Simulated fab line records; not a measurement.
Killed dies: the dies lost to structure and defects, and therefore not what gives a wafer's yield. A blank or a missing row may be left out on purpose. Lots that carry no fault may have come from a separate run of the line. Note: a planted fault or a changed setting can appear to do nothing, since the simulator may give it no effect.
fab line records | flow n5Finfet
record: lots: 4 wafers: 12 lastDay: 17
route steps=1938 shown BEOL_M3@1016 BEOL_M4@1021
lots with no fault: from the same line, run without faults
startH: hours from the record's first day to the start of the lot's first wafer shown | waitH: how many hours have passed since the lot's step before this one | " identical to the entry in the row above | L1.1+2: a row that stands for several wafers | - value missing, or start not given | * or withheld: withheld | < > ~ a bound
route shown NAME@n: a module of which the file shows steps, and the number in the route of the first | usual: average and standard deviation across the fault-free wafers | same: alike in all rows | chamber/n: place in a boat | sites: readings site by site | _std_site: the values' standard deviation | _edge_site: the outer-site mean with the inner-site mean subtracted | radiusMm: for every site, how far away it sits from the centre of the wafer | mask NAME#n: copy n | behind: tool/chamber where the wafer was last shaped | hold: why the lot went on hold/how many hours it stayed there/how the hold came to an end | device: transistor that didn't switch, given as n, p or np | end of line: at the end of the route, the tests of the same wafers | a step with no rows: only its recipe | killed: at the first sort, the dies lost to defects and structure; wafer yield is something else | map: a wafer's dies, x killed, . not, _ none there
set.NAME: the run value of the setting; set.NAME@STEP: its run value at that earlier step | model.NAME: the simulator's own value behind a step, which no gauge read
lots at some steps of the route; a table a step, a row a wafer
services: a tool's chamber out of use, with start hour (startH, from the record's first day; less than 0 if before it), hours out, and reason
== steps ==
step: N5_BEOL_M3_CO_CAP_55
recipe: material: Co targetThkA: 20 tempC: 200 precursor: CCTBA/H2 pressureTorr: 30 timeS: 102.1
step: N5_BEOL_M3_PRE_CLEAN_56
recipe: gas: NH3 timeS: 15 tempC: withheld rfPowerW: 300
step: N5_BEOL_M3_DEP_57
recipe: material: SiCN targetThkA: 80 tempC: withheld precursor: 3MS/NH3 pressureTorr: 3 rfW: 202 timeS: 14
step: N5_BEOL_M4_ILD_DEP_00
recipe: material: SiOC targetThkA: 790 tempC: 350 precursor: DEMS/O2 pressureTorr: 5 rfW: 500 timeS: 15.3
step: N5_BEOL_M4_PECVD_72
recipe: material: SiO2 targetThkA: 160 tempC: 400 precursor: TEOS/O2 pressureTorr: 5.5 rfW: 450 teosFlowSccm: 53.8 gas: O2 flowSccm: 3000 timeS: 18
step: N5_BEOL_M4_HM_DEP_02
recipe: material: TiN targetThkA: 200 tempC: 25 chamberPressurePa: 0.49996
step: N5_BEOL_M4_COAT_61
recipe: resist: SOC tempC: 250 timeS: 60 spinRpm: 1500 resistThkNm: 60
step: N5_BEOL_M4_COAT_62
recipe: resist: SiARC tempC: 220 timeS: 60 spinRpm: 1500 resistThkNm: 12
step: N5_BEOL_M4_COAT_73
recipe: resist: underlayer tempC: 205 timeS: 60 spinRpm: 1500 resistThkNm: 5
step: N5_BEOL_M4_COAT_05
recipe: resist: CAR-EUV spinRpm: 1500 resistThkNm: 30
usual: spinSpeedRpm: 1500.0/1.1
columns lot.wafer tool chamber startH waitH spinSpeedRpm model.CAR-EUV_of_BEOL_M4_COAT_05.thkNm
L960.1 lithoTrack-04 0 162.90 - 1499.1 30
L960.3 " 0 " " 1500.6 30
L960.6 " 0 " " 1499.4 30
L971.1 lithoTrack-04 0 220.80 - 1729.5 28
L971.2 " 0 " " 1728.8 28
L971.3 " 0 " " 1728.6 28
L973.1 lithoTrack-04 0 235.00 - 1729.3 28
L973.3 " 0 " " 1728.5 28
L973.4 " 0 " " 1730.4 28
L982.3 lithoTrack-03 0 284.70 - 1499.5 30
L982.4 " 0 " " 1499.5 30
L982.6 " 0 " " 1500.6 30
step: N5_BEOL_M4_EBR_07
recipe: solvent: PGMEA ebrWidthMm: 1.5
step: N5_BEOL_M4_SOFTBAKE_06
recipe: tempC: 110 timeS: 60 resist: CAR-EUV
step: N5_BEOL_M4_EXPOSE_08
recipe: maskId: M4 na: 0.33 sourceShape: dipole sigmaInner: 0.369 sigmaOuter: 0.767 polarization: unpolarized doseMj: 41.25
step: N5_BEOL_M4_PEB_09
recipe: pebTempC: 100 pebTimeS: 60 resist: CAR-EUV
step: N5_BEOL_M4_DEVELOP_10
recipe: developTimeS: 30 developer: TMAH resist: CAR-EUV rinseLiquid: surfactantRinse dry: airSpin devTempC: 23
step: N5_BEOL_M4_DESCUM_16
recipe: chemistry: O2 timeS: 7 sourcePowerW: 50 biasPowerW: 20 pressureMtorr: 20 rfFrequencyHz: 2.712e+07 tempC: 40 resist: CAR-EUV o2FlowSccm: 225
step: N5_BEOL_M4_ETCH_74
recipe: chemistry: N2/H2 target: underlayer targetDepthA: 65 maskMaterial: CAR-EUV timeS: 5.2 ionEnergyEv: 200 pressureMtorr: 30 sourceW: 840 biasW: 150 n2FlowSccm: 200 h2FlowSccm: 200 ends: cleared
step: N5_BEOL_M4_ETCH_63
recipe: chemistry: CF4 target: SiARC targetDepthA: 156 maskMaterial: CAR-EUV timeS: 26 ionEnergyEv: 80 pressureMtorr: 40 sourceW: 545 biasW: 36 Ar_flow_sccm: 100 cf4FlowSccm: 100 ends: cleared
usual: drypumpMotorCurrentA: 5.7/0.42 etchRfOnTimeS: 25.8/0.62 oesProductAu: 0.68/0.072 rfVppV: 184.1/1.2 showerheadPlenumPTorr: 2.14/0.061 throttleValvePct: 15.6/0.31
columns lot.wafer tool chamber startH waitH drypumpMotorCurrentA etchRfOnTimeS oesProductAu rfHoursCounterH rfVppV showerheadPlenumPTorr throttleValvePct model.CAR-EUV_of_BEOL_M4_COAT_05.thkNm
L960.1 rieDiel-01 3 163.33 0.0 5.2 26.2 0.73 44 183.0 2.08 15.5 11.2
L960.3 " 2 " " 5.8 26.3 0.60 222 185.5 2.11 16.0 11
L960.6 " 3 " " 5.2 26.0 0.72 - 183.0 2.08 15.5 11.2
L971.1 rieDiel-01 1 221.24 0.0 5.5 24.6 0.76 47 186.2 2.17 15.2 9.2
L971.2 " 0 " " 5.1 25.6 0.69 86 184.4 2.09 15.4 9.2
L971.3 " 2 " " 5.8 26.1 0.58 242 184.3 2.11 16.1 9.2
L973.1 rieDiel-01 3 235.44 0.0 5.2 25.9 0.70 71 183.1 2.08 15.6 9.2
L973.3 " 0 " " 5.1 25.2 0.69 91 183.7 2.09 15.4 9.2
L973.4 " 1 " " 5.6 24.6 0.75 52 184.5 2.17 15.2 9.2
L982.3 rieDiel-05 0 285.23 0.0 5.5 26.5 0.66 106 185.4 2.22 15.2 11.2
L982.4 " 2 " " 6.2 26.3 0.80 6 184.5 2.18 15.3 11.2
L982.6 " 0 " " 5.5 26.6 0.66 - 185.6 2.22 15.2 11
step: N5_BEOL_M4_ETCH_64
recipe: chemistry: N2/H2 target: SOC targetDepthA: 750 overetchA: 225 maskMaterial: SiARC tempC: 40 timeS: 121.9 ionEnergyEv: 200 pressureMtorr: 30 sourceW: 840 biasW: 150 n2FlowSccm: 200 h2FlowSccm: 200
step: N5_BEOL_M4_RC_MEAS_101
usual: DIBL_N: 37.1/1.9 DIBL_P: 37.2/2.3 IOFF_N: 0.18/0.04 IOFF_P: 0.23/0.044 ION_N: 682/11 ION_P: 468/8.6 SS_N: 71.9/0.68 SS_P: 73.5/0.74 VT_N: 248/3.4 VT_P: -248/3.4
columns lot.wafer tool chamber startH waitH DIBL_N[mV/V] DIBL_P[mV/V] IOFF_N[nA/um] IOFF_P[nA/um] ION_N[uA/um] ION_P[uA/um] SS_N[mV/dec] SS_P[mV/dec] VT_N[mV] VT_P[mV]
L960.1 prober-01 0 169.89 0.0 35.4 34.9 0.12 0.19 665 457 71.5 73.1 256 -249
L960.3 " 0 " " 38.6 39.5 0.20 0.27 692 471 71.3 73.7 246 -247
L960.6 " 0 " " 34.5 34.0 0.13 0.20 674 471 70.9 72.1 254 -247
L971.1 prober-02 0 234.82 0.0 38.1 40.6 0.19 0.26 701 486 71.8 73.6 249 -247
L971.2 " 0 " " 39.0 40.5 0.20 0.26 689 473 72.0 74.4 246 -249
L971.3 " 0 " " 38.6 40.7 0.20 0.27 700 483 72.8 74.3 245 -247
L973.1 prober-01 0 242.52 0.0 37.6 37.1 0.19 0.27 696 482 71.1 73.2 243 -244
L973.3 " 0 " " 39.1 38.0 0.21 0.27 678 468 71.9 73.6 245 -246
L973.4 " 0 " " 36.7 37.4 0.18 0.27 688 485 71.4 73.3 246 -246
L982.3 prober-01 0 295.12 0.3 34.1 35.1 0.15 0.22 681 469 71.5 73.1 248 -245
L982.4 " 0 " " 37.2 37.9 0.20 0.26 678 460 73.0 73.6 248 -246
L982.6 " 0 " " 35.9 37.0 0.18 0.25 687 474 71.4 73.4 249 -245
== services ==
columns tool chamber startH hours kind
rieDiel-01 - 178.16 0.7 repair
rieDiel-05 1 213.01 3.8 repair
rieDiel-05 2 241.53 4.6 repair
rieDiel-01 2 242.59 - clean
rieDiel-01 2 242.59 - consumableReplace:focusRing
rieDiel-01 2 242.59 22.9 scheduledDown
rieDiel-01 2 242.59 22.9 ventCycle
rieDiel-05 2 253.64 - clean
rieDiel-05 2 253.64 - consumableReplace:focusRing
rieDiel-05 2 253.64 17.4 scheduledDown
rieDiel-05 2 253.64 17.4 ventCycle
== key ==
firstSign: step: N5_BEOL_M4_COAT_05 reading: spinSpeedRpm direction: up sigmas: 99+ usual: * struck: *
effect none on later readings
modelEffect: step: N5_BEOL_M4_COAT_05 value: CAR-EUV_of_BEOL_M4_COAT_05.thkNm without: 30.13 struck: 28
modelEffect: step: N5_BEOL_M4_ETCH_63 value: CAR-EUV_of_BEOL_M4_COAT_05.thkNm without: 11.23 struck: 9.2
metAt N5_BEOL_M4_COAT_05
struckWafers L971.1,L971.2,L971.3,L973.1,L973.3,L973.4
onsetBetween 162.90 220.80
fault: kind: processParameterDrift tool: lithoTrack-04 chamber: - onsetH: 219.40 steps: N5_BEOL_M4_COAT_05 channel: spinRpm offset: * shape: step endH: 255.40 actsIn: * stated: *
